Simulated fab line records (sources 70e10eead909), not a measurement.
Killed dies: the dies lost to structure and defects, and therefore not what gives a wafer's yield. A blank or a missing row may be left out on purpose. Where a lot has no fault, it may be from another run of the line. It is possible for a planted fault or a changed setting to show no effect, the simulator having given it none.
fab line records | flow nandHarc
record lots=14 wafers=42 lastDay=33
route steps=1302 shown THIN_TSV@1269
lots that met no fault: from a run of the same line without faults
startH: the number of hours between the record's first day and the start of the first shown wafer of the lot | waitH: hours elapsed since this lot's preceding step | " as in the row above | L1.1+2: one row covering several wafers at once | - value missing, or start not given | * or withheld: withheld | < > ~ a bound
route shown NAME@n: names a module that has steps shown in the file, with the first one's number in the route | usual: mean and standard deviation over wafers with no fault | same: alike in all rows | chamber/n: place in a boat | sites: per-site readings | _std_site: standard deviation across them | _edge_site: outer sites' mean less inner sites' | radiusMm: how far each site lies from the wafer's centre | mask NAME#n: copy n | behind: the tool/chamber that last shaped the wafer | hold: why the lot went on hold/how many hours it stayed there/how the hold came to an end | device: whichever transistor did not switch (one of n, p or np) | end of line: the tests these same wafers got at the end of their route | a step given without rows: its recipe and nothing more | killed: not the wafer's yield, but the dies lost to structure and defects at the first sort | map: per-die view of a wafer (x killed, . not killed, _ where there is no die)
set.NAME: the setting the step ran with; set.NAME@STEP: the setting that earlier step ran with | model.NAME: the simulator's own value behind a step, which no gauge read
one table for each step of the route and one row for each wafer, over a sample of lots
services: the hour from which a tool's chamber was out of use, counted from the record's first day as startH (under 0 if before that day), plus the number of hours and why
## steps
# step NHARC_THIN_TSV_STRIP_62
# recipe powerW=1500 tempC=250 timeS=20 chemistry=N2/H2
# usual drypumpMotorCurrentA=5.53/0.16 heaterPowerW=323/11 tempC=249.98/0.18
# columns lot.wafer tool chamber startH waitH drypumpMotorCurrentA heaterPowerW rfHoursCounterH tempC
L800.2 plasmaAsher-01 1 549.12 - 5.46 330 4 250.22
L800.3 " 1 " " 5.45 322 - 249.80
L800.6 " 1 " " 5.45 327 - 250.00
L801.2 plasmaAsher-02 0 550.46 - 5.55 347 25 250.23
L801.6 " 1 " " 5.36 316 - 250.09
L801.5 " 0 " " 5.60 345 - 249.93
L802.1 plasmaAsher-02 1 583.04 - 5.38 310 31 250.26
L802.4 " 0 " " 5.54 340 - 250.09
L802.3 " 1 " " 5.36 312 - 249.96
L803.1 plasmaAsher-01 0 584.26 - 5.81 328 12 249.72
L803.4 " 0 " " 5.80 321 - 249.69
L803.3 " 1 " " 5.46 327 - 250.34
L810.1 plasmaAsher-02 1 654.19 - 5.36 313 8 249.73
L810.2 " 0 " " 5.54 321 8 250.00
L810.6 " 0 " " 5.52 334 - 250.09
L809.1 plasmaAsher-02 1 667.16 - 5.37 311 11 249.93
L809.4 " 0 " " 5.55 338 - 250.04
L809.6 " 0 " " 5.55 331 - 250.18
L815.4 plasmaAsher-01 1 691.13 - 5.43 321 - 249.97
L815.5 " 1 " " 5.43 315 - 249.96
L815.6 " 0 " " 5.83 308 - 249.67
L818.3 plasmaAsher-01 0 731.10 - 5.82 320 - 250.31
L818.4 " 1 " " 5.46 338 - 250.00
L818.6 " 0 " " 5.80 321 - 250.14
L817.1 plasmaAsher-02 0 732.38 - 5.56 325 25 250.06
L817.4 " 0 " " 5.58 335 - 250.02
L817.5 " 0 " " 5.55 326 - 250.32
L819.2 plasmaAsher-01 0 749.02 - 5.78 320 9 250.18
L819.4 " 1 " " 5.43 334 - 249.87
L819.5 " 0 " " 5.81 318 - 250.10
L821.2 plasmaAsher-02 1 750.36 - 5.37 309 29 249.87
L821.4 " 1 " " 5.37 310 - 250.10
L821.3 " 0 " " 5.59 331 - 249.55
L820.4 plasmaAsher-01 0 758.69 - 5.80 318 - 249.91
L820.6 " 0 " " 5.83 314 - 249.96
L820.5 " 1 " " 5.42 351 - 249.73
L822.4 plasmaAsher-02 0 764.60 - 5.58 321 - 250.00
L822.6 " 0 " " 5.59 329 - 250.02
L822.5 " 1 " " 5.36 309 - 250.00
L823.4 plasmaAsher-02 1 777.92 - 5.37 310 - 250.04
L823.3 " 0 " " 5.58 333 - 249.83
L823.5 " 1 " " 5.36 307 - 249.84
# step NHARC_THIN_TSV_ETCH_59
# recipe targetDepthA=8800 icpW=900 biasW=100 Cl2_flow_sccm=60 bcl3FlowSccm=30 timeS=138.1 chemistry=Cl2/BCl3
# usual bcl3FlowSccm=30.00/0.087 drypumpMotorCurrentA=6.0/0.56 oesProductAu=0.994/0.015 throttleValvePct=22.264/0.0092
# columns lot.wafer tool chamber startH waitH bcl3FlowSccm drypumpMotorCurrentA oesProductAu rfHoursCounterH throttleValvePct
L800.2 rieMetal-03 1 552.60 0.1 29.87 5.8 0.995 0.3 22.255
L800.3 " 1 " " 29.78 5.8 0.996 - 22.264
L800.6 " 1 " " 29.92 5.8 0.988 - 22.262
L801.2 rieMetal-02 1 553.95 0.1 30.00 5.7 0.979 1.6 22.272
L801.5 " 1 " " 29.92 5.7 0.996 - 22.280
L801.6 " 0 " " 30.03 5.5 1.015 - 22.272
L802.1 rieMetal-03 1 586.53 0.2 30.04 5.8 0.979 0.8 22.268
L802.4 " 0 " " 30.15 5.0 1.003 - 22.264
L802.3 " 1 " " 29.97 5.8 0.980 - 22.275
L803.1 rieMetal-01 0 587.86 0.1 29.96 6.3 0.982 0.2 22.267
L803.4 " 0 " " 30.03 6.3 0.989 - 22.260
L803.3 " 1 " " 30.10 6.8 0.981 - 22.288
L810.1 rieMetal-01 1 657.87 0.1 30.09 6.8 0.981 1.3 22.263
L810.2 " 0 " " 30.17 6.3 0.986 1.3 22.260
L810.6 " 0 " " 29.97 6.3 0.985 - 22.271
L809.1 rieMetal-01 1 670.75 0.1 30.05 6.8 0.989 1.7 22.271
L809.4 " 0 " " 30.12 6.3 0.995 - 22.273
L809.6 " 0 " " 30.07 6.3 0.984 - 22.251
L815.4 rieMetal-02 1 695.25 0.3 29.97 5.7 0.977 - 22.269
L815.5 " 1 " " 29.97 5.7 0.979 - 22.247
L815.6 " 1 " " 29.92 5.7 0.977 - 22.263
L818.4 rieMetal-02 0 734.71 0.2 30.02 5.5 1.015 - 22.256
L818.3 " 1 " " 29.95 5.7 0.979 - 22.274
L818.6 " 1 " " 29.94 5.7 0.988 - 22.258
L817.1 rieMetal-01 1 736.02 0.1 30.13 6.8 1.005 3.1 22.266
L817.4 " 0 " " 30.09 6.3 0.989 - 22.255
L817.5 " 0 " " 30.02 6.3 0.989 - 22.268
L819.2 rieMetal-03 0 752.60 0.1 30.07 5.0 1.010 0.4 22.281
L819.4 " 1 " " 29.97 5.8 0.994 - 22.266
L819.5 " 1 " " 29.94 5.8 1.013 - 22.262
L821.2 rieMetal-02 0 754.00 0.2 30.02 5.5 1.017 1.9 22.256
L821.3 " 1 " " 29.85 5.7 0.973 - 22.271
L821.4 " 0 " " 29.85 5.5 1.009 - 22.250
L820.4 rieMetal-01 0 762.44 0.3 30.04 6.3 1.009 - 22.273
L820.5 " 0 " " 29.94 6.3 1.013 - 22.273
L820.6 " 0 " " 30.15 6.3 1.006 - 22.272
L822.4 rieMetal-02 1 768.20 0.2 30.00 5.7 0.976 - 22.257
L822.6 " 1 " " 30.05 5.7 0.972 - 22.272
L822.5 " 0 " " 29.90 5.5 1.018 - 22.255
L823.4 rieMetal-02 1 781.54 0.2 30.06 5.8 0.973 - 22.269
L823.3 " 0 " " 30.07 5.5 1.012 - 22.256
L823.5 " 1 " " 29.94 5.7 0.977 - 22.278
# step NHARC_THIN_TSV_ETCH_36
# recipe targetDepthA=650 overEtchFrac=0.3 timeS=18.571 ionEnergyEv=150 chemistry=Cl2/BCl3
# usual drypumpMotorCurrentA=6.0/0.56 oesProductAu=0.997/0.014
# columns lot.wafer tool chamber startH waitH drypumpMotorCurrentA oesProductAu rfHoursCounterH
L800.2 rieMetal-03 1 552.86 0.2 5.8 0.980 0.4
L800.3 " 1 " " 5.8 0.988 -
L800.6 " 1 " " 5.8 0.982 -
L801.2 rieMetal-02 0 554.28 0.3 5.5 1.000 1.8
L801.6 " 1 " " 5.7 0.987 -
L801.5 " 0 " " 5.5 1.011 -
L802.1 rieMetal-03 0 586.75 0.2 5.0 1.001 0.9
L802.3 " 0 " " 5.0 1.001 -
L802.4 " 1 " " 5.8 0.981 -
L803.1 rieMetal-01 1 588.12 0.2 6.8 0.986 0.4
L803.3 " 0 " " 6.3 1.000 -
L803.4 " 1 " " 6.8 0.987 -
L810.2 rieMetal-01 1 658.13 0.2 6.8 0.986 1.4
L810.1 " 0 " " 6.3 0.847 1.4
L810.6 " 0 " " 6.3 0.841 -
L809.1 rieMetal-01 0 671.01 0.2 6.3 0.853 1.9
L809.4 " 1 " " 6.8 0.992 -
L809.6 " 1 " " 6.8 0.983 -
L815.4 rieMetal-02 1 695.54 0.2 5.7 0.995 -
L815.5 " 1 " " 5.8 0.994 -
L815.6 " 1 " " 5.8 0.991 -
L818.3 rieMetal-02 0 734.91 0.1 5.5 1.026 -
L818.4 " 1 " " 5.7 0.983 -
L818.6 " 0 " " 5.5 1.025 -
L817.1 rieMetal-01 0 736.24 0.2 6.3 0.997 3.2
L817.4 " 1 " " 6.8 1.015 -
L817.5 " 1 " " 6.8 1.009 -
L819.2 rieMetal-03 0 752.87 0.2 5.0 1.024 0.6
L819.4 " 1 " " 5.8 1.008 -
L819.5 " 0 " " 5.0 1.034 -
L821.2 rieMetal-02 1 754.23 0.2 5.7 0.995 3.3
L821.3 " 0 " " 5.5 1.007 -
L821.4 " 1 " " 5.7 0.986 -
L820.4 rieMetal-01 0 762.73 0.2 6.3 1.012 -
L820.5 " 0 " " 6.3 1.011 -
L820.6 " 0 " " 6.3 1.016 -
L822.4 rieMetal-02 0 768.41 0.2 5.5 1.009 -
L822.6 " 1 " " 5.7 0.979 -
L822.5 " 0 " " 5.5 1.028 -
L823.3 rieMetal-02 0 781.74 0.1 5.5 1.011 -
L823.4 " 1 " " 5.7 0.982 -
L823.5 " 1 " " 5.7 0.977 -
# step NHARC_THIN_TSV_CD_MEAS_37
# usual cdNm=5001/3.1
# columns lot.wafer tool chamber startH waitH cdNm
L800.2 cdSem-01 - 553.74 - 5001
L800.3 " - " " 5007
L800.6 " - " " 5008
L801.2 cdSem-02 - 555.18 - 5002
L801.5 " - " " 5002
L801.6 " - " " 5003
L802.1 cdSem-01 - 587.92 - 5002
L802.3 " - " " 5000
L802.4 " - " " 5003
L803.1 cdSem-01 - 589.31 - 5002
L803.3 " - " " 5002
L803.4 " - " " 4996
L810.1 cdSem-01 - 659.03 - 4998
L810.2 " - " " 4996
L810.6 " - " " 4996
L809.1 cdSem-02 - 671.90 - 5005
L809.4 " - " " 4998
L809.6 " - " " 5001
L815.4 cdSem-02 - 696.45 - 5001
L815.5 " - " " 5002
L815.6 " - " " 5000
L818.3 cdSem-02 - 735.79 - 5004
L818.4 " - " " 5005
L818.6 " - " " 4998
L817.1 cdSem-01 - 737.13 - 5001
L817.4 " - " " 5003
L817.5 " - " " 5001
L819.2 cdSem-01 - 753.76 - 5008
L819.4 " - " " 4998
L819.5 " - " " 4997
L821.2 cdSem-01 - 755.12 - 5002
L821.3 " - " " 5004
L821.4 " - " " 5000
L820.4 cdSem-01 - 763.62 - 5002
L820.5 " - " " 4998
L820.6 " - " " 4999
L822.4 cdSem-02 - 769.29 - 5001
L822.5 " - " " 5006
L822.6 " - " " 5002
L823.3 cdSem-03 - 782.63 - 5000
L823.4 " - " " 5005
L823.5 " - " " 5000
## services
# columns tool chamber startH hours kind
rieMetal-02 1 532.61 4.7 repair
rieMetal-01 - 575.00 9.0 pm
rieMetal-01 0 575.00 9.0 ventCycle
rieMetal-01 1 575.00 9.0 ventCycle
plasmaAsher-02 - 583.36 16.3 repair
rieMetal-01 0 584.00 - clean
plasmaAsher-02 - 603.18 9.0 pm
rieMetal-02 - 613.96 1.1 repair
rieMetal-02 - 631.00 9.0 pm
rieMetal-02 0 631.00 9.0 ventCycle
rieMetal-02 1 631.00 9.0 ventCycle
plasmaAsher-01 - 635.41 1.4 repair
rieMetal-02 0 640.00 - clean
rieMetal-02 1 640.00 - clean
rieMetal-02 0 692.78 19.6 repair
rieMetal-03 - 696.10 9.0 pm
plasmaAsher-01 - 696.18 9.0 pm
rieMetal-02 0 714.02 1.9 repair
rieMetal-03 0 724.00 7.9 repair
rieMetal-01 - 752.00 9.0 pm
rieMetal-01 1 761.65 4.4 repair
plasmaAsher-01 - 769.21 1.7 repair
rieMetal-02 - 780.06 0.2 repair
plasmaAsher-02 - 780.18 9.0 pm
## key
firstSign step=NHARC_THIN_TSV_ETCH_36 reading=oesProductAu direction=down sigmas=11 usual=0.997 struck=0.847
effect none on later readings
metAt NHARC_THIN_TSV_ETCH_36
struckLots L809,L810
struckWafers L809.1,L810.1,L810.6
laterRowsLeftOut L809.1,L810.1,L810.6
sortLeftOut L809.1,L810.1,L810.6
notActingAt NHARC_THIN_TSV_STRIP_62,NHARC_THIN_TSV_ETCH_59,NHARC_THIN_TSV_CD_MEAS_37
onsetBetween 588.12 658.13
fault kind=processParameterDrift tool=rieMetal-01 chamber=0 onsetH=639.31 steps=NHARC_THIN_TSV_ETCH_36 channel=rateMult offset=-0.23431 shape=step endH=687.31
# sortLeftOut: the simulated sort isn't trusted on such a fault, so these wafers' sort isn't shown, and their yield isn't known
# laterRowsLeftOut: the simulator's readings of these wafers behind a module that went badly wrong aren't trusted and aren't shown, but for the sort
